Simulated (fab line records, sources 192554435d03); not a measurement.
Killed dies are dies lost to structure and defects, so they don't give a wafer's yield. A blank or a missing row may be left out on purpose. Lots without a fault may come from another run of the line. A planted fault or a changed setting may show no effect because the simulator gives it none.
Split-lot experiment | flow n5_finfet | 7 lots, 16 wafers read, on a route of 1938 steps

THE SPLIT
At N5_BEOL_M2_SPUTTER_86 (material Cu, target thk 4.5 nm, time 8.29 s), the setting time_s was moved away from the recipe's 8.29 s on 2 of the 16 wafers read, by -11.1% to +10.8%. The other wafers ran this setting at the recipe's value.

The reading is taken at the split's own step.

THE READING
Cu_of_BEOL_M2_SPUTTER_86.thk_nm (the simulator's own value, which no gauge read), in nm, at N5_BEOL_M2_SPUTTER_86 (material Cu, target thk 4.5 nm, time 8.29 s). The file gives no usual value for it. The 14 wafers here that ran the recipe average 4.5 nm, standard deviation 0.09 nm.

wafer  | tool, chamber at the split | time_s as run, s | against the recipe | Cu_of_BEOL_M2_SPUTTER_86.thk_nm, nm | against lot-mates on the recipe
L081.1 | pvd_sputter-02, -          | 8.29             | recipe             | 4.6                                 | -
L081.3 | pvd_sputter-02, -          | 8.29             | recipe             | 4.6                                 | -
L083.2 | pvd_sputter-02, -          | 8.29             | recipe             | 4.4                                 | -
L083.3 | pvd_sputter-02, -          | 8.29             | recipe             | 4.6                                 | -
L083.4 | pvd_sputter-02, -          | 9.185            | +10.8%             | 5                                   | +0.5
L087.1 | pvd_sputter-01, -          | 8.29             | recipe             | 4.4                                 | -
L087.2 | pvd_sputter-01, -          | 8.29             | recipe             | 4.4                                 | -
L087.4 | pvd_sputter-01, -          | 8.29             | recipe             | 4.6                                 | -
L091.1 | pvd_sputter-02, -          | 8.29             | recipe             | 4.6                                 | -
L091.2 | pvd_sputter-02, -          | 8.29             | recipe             | 4.6                                 | -
L091.5 | pvd_sputter-02, -          | 8.29             | recipe             | 4.4                                 | -
L093.4 | pvd_sputter-01, -          | 8.29             | recipe             | 4.6                                 | -
L094.1 | pvd_sputter-03, -          | 7.371            | -11.1%             | 4                                   | -0.6
L094.4 | pvd_sputter-03, -          | 8.29             | recipe             | 4.6                                 | -
L096.1 | pvd_sputter-03, -          | 8.29             | recipe             | 4.6                                 | -
L096.2 | pvd_sputter-03, -          | 8.29             | recipe             | 4.6                                 | -

THE FIT
A straight line over all 16 wafers: Cu_of_BEOL_M2_SPUTTER_86.thk_nm changes by +0.0457 nm for each +1% of time_s; r = +0.90; the points scatter about the line by 0.091 nm.
The same after taking each lot's own level away (the mean of its wafers on the recipe; 16 wafers): +0.0503 nm for each +1%; r = +0.94; scatter 0.074 nm.
On that fit, the largest move of time_s shifts the reading by 0.56 nm.
The lots' own levels span 4.47 to 4.60 nm, that is 1.5 times the standard deviation above.
So the lot-to-lot level changes the slope little: the two slopes agree.
Check: with one of the wafers moved furthest among these (-11.1%) left out of the fit, the line predicts -0.513 nm for it against its lot-mates. It came out at -0.6 nm against them.

OTHER SPLITS ON THESE WAFERS
These wafers also went through other splits before the reading. Each is held against what the fit with the lots' levels taken away leaves over:
other split on the same wafers               | wafers away from the commonest value | r with Cu_of_BEOL_M2_SPUTTER_86.thk_nm (lot level and that fit taken away)
N5_MOL_CONTACT_COAG_EXPOSE_05 dose_mj        | 1                                    | +0.23
N5_MOL_CONTACT_COAG_CONTACT_ETCH_14 source_w | 3                                    | -0.14
N5_MOL_CONTACT_COAG_ETCH_91 source_w         | 4                                    | +0.24
N5_BEOL_M0_SAQP_SPACER1_ALD_98 ald_cycles    | 1                                    | +0.02
N5_BEOL_M0_SAQP_ETCH_106 target_depth_a      | 6                                    | -0.22
N5_BEOL_M0_CUTY_ETCH_63 source_w             | 5                                    | -0.09
N5_BEOL_M0_TRENCH_ETCH_107 target_depth_a    | 7                                    | -0.14
N5_BEOL_M1_PECVD_72 time_s                   | 5                                    | +0.08

THE FILE'S OWN FIT
Cu_of_BEOL_M2_SPUTTER_86.thk_nm changes by +0.0498 nm for each +1% of time_s, r = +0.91.
